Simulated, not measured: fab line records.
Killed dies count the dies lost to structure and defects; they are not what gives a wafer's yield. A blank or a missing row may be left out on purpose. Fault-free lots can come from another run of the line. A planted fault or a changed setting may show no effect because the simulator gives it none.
Chamber matching | flow nand-harc | 3 sister chambers for NHARC_A_M0_PRE_CLEAN_31 on pecvd-02
The step time 12 s. 3 wafers are shown with their chamber, then 12 later ones without.

== WAFERS WITH THEIR CHAMBER ==
wafer  | chamber | heater-power-w (W)
L087.5 | 2       | 724
L088.2 | 0       | 684
L093.5 | 1       | 548

== WAFERS WITHOUT THEIR CHAMBER ==
wafer  | heater-power-w (W)
L095.1 | 726
L095.3 | 643
L095.5 | 642
L096.1 | 624
L096.3 | 810
L096.4 | 790
L094.1 | 756
L094.3 | 673
L094.4 | 750
L097.3 | 721
L097.4 | 739
L097.6 | 643

== CHAMBER TAKEN BY EACH ==
wafer  | from the rows above          | in truth
L095.1 | can't be placed: 2 or 0      | 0
L095.3 | can't be placed: 0 or 2 or 1 | 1
L095.5 | can't be placed: 0 or 2 or 1 | 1
L096.1 | can't be placed: 0 or 1 or 2 | 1
L096.3 | can't be placed: 2 or 0      | 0
L096.4 | can't be placed: 2 or 0      | 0
L094.1 | can't be placed: 2 or 0      | 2
L094.3 | can't be placed: 0 or 2      | 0
L094.4 | can't be placed: 2 or 0      | 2
L097.3 | can't be placed: 2 or 0      | 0
L097.4 | can't be placed: 2 or 0      | 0
L097.6 | can't be placed: 0 or 2 or 1 | 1
0 of 12 placed correctly. Not placeable from these rows: 12 (in 12, the candidates include the true chamber). Placed wrongly: 0.
How it was worked out, from the rows above alone: a wafer's distance from a chamber is the root of the sum, over the readings, of the square of ((its reading less the chamber's mean) divided by the reading's scatter). The wafer belongs to the nearest chamber; if the next one is less than 2 further off, it can't be placed. A chamber's mean is the mean of its shown wafers. The scatter (one wafer shown for each chamber): square how far every hidden wafer sits from the nearest shown wafer, average those squares and take the square root.
